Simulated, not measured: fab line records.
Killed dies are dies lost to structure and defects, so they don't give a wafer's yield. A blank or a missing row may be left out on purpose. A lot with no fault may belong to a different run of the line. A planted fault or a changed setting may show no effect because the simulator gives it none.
3 desks, one fault :: flow n5Finfet :: each desk has only its own numbers; what lay behind them comes last

== DESK OF THE TOOL OWNER: rieDiel-05 ==
The tool's own readings at N5_BEOL_M4_ETCHBACK_99 (etches SiO2 in CHF3, target depth 5 nm, time 10.4 s): means of the sampled wafers that have a number, for each lot that ran on this tool. Any lot whose mean is over 4 standard deviations away from the usual mean is out of limits and marked OUT; that distance is given in the brackets.
Columns: A = drypumpMotorCurrentA at N5_BEOL_M4_ETCHBACK_99, usual 5.6 A; B = oesProductAu at N5_BEOL_M4_ETCHBACK_99, usual 0.78 a.u.; C = rfVppV at N5_BEOL_M4_ETCHBACK_99, usual 237 V; D = showerheadPlenumPTorr at N5_BEOL_M4_ETCHBACK_99, usual 2.16 Torr; E = throttleValvePct at N5_BEOL_M4_ETCHBACK_99, usual 17.07 %
lot: L102
first seen here: day 9 19:40
A: 5.2
B: 0.73
C: 233
D: 2.15
E: 17.00

lot: L113
first seen here: day 13 04:12
A: 6.3
B: 0.83
C: 232
D: 2.07
E: 17.13
This desk's verdict: no lot among the 2 shows anything out of limits.

== FROM THE METROLOGY DESK ==
Means of the sampled wafers that have a number, per lot and without regard to the tool the lot ran on: this is what the gauges read. Any lot whose mean is over 4 standard deviations away from the usual mean is out of limits and marked OUT; that distance is given in the brackets. Shown here are 7 of its 12 readings, the ones lying furthest out on some lot.
Columns: A = V3_OVL at N5_BEOL_M4_OVL_MEAS_29, usual -0.7 nm; B = DIBL_N at N5_BEOL_M4_RC_MEAS_101, usual 36.5 mV/V; C = IOFF_N at N5_BEOL_M4_RC_MEAS_101, usual 0.17 nA/um; D = IOFF_P at N5_BEOL_M4_RC_MEAS_101, usual 0.22 nA/um; E = ION_N at N5_BEOL_M4_RC_MEAS_101, usual 671 uA/um; F = SS_P at N5_BEOL_M4_RC_MEAS_101, usual 73.5 mV/dec; G = VT_P at N5_BEOL_M4_RC_MEAS_101, usual -250 mV
lot: L996
first seen here: day 8 22:04
A: -0.7
B: 36.0
C: 0.16
D: 0.22
E: 671
F: 73.1
G: -249

lot: L998
first seen here: day 9 05:57
A: -0.8
B: 36.5
C: 0.16
D: 0.23
E: 671
F: 73.4
G: -250

lot: L102
first seen here: day 9 17:58
A: -1.4
B: 36.9
C: 0.16
D: 0.25
E: 658
F: 74.1
G: -247

lot: L103
first seen here: day 10 20:52
A: -0.0
B: 34.1
C: 0.13
D: 0.18
E: 664
F: 72.9
G: -253

lot: L113
first seen here: day 12 23:53
A: -1.3
B: 37.8
C: 0.17
D: 0.22
E: 678
F: 73.7
G: -250
This desk's verdict: no lot among the 5 shows anything out of limits.

== THE DEFECT DESK ==
Per lot, the means of the sampled wafers with a number show what the inspections along the route counted. Any lot whose mean is over 4 standard deviations away from the usual mean is out of limits and marked OUT; that distance is given in the brackets.
Columns: A = rawDefectCount at N5_BEOL_M4_INSPECT_30, usual 392
lot: L996
first seen here: day 8 22:09
A: 356

lot: L998
first seen here: day 9 06:02
A: 446

lot: L102
first seen here: day 9 18:03
A: 417

lot: L103
first seen here: day 10 20:58
A: 391

lot: L113
first seen here: day 12 23:59
A: 608
This desk's verdict: no lot among the 5 shows anything out of limits.

== BROUGHT TOGETHER ==
Nothing out of limits was seen by the tool owner's desk.
The metrology desk saw nothing out of limits.
Nothing out of limits was seen by the defect desk.

== WHAT WAS PUT IN BY THE SIMULATOR ==
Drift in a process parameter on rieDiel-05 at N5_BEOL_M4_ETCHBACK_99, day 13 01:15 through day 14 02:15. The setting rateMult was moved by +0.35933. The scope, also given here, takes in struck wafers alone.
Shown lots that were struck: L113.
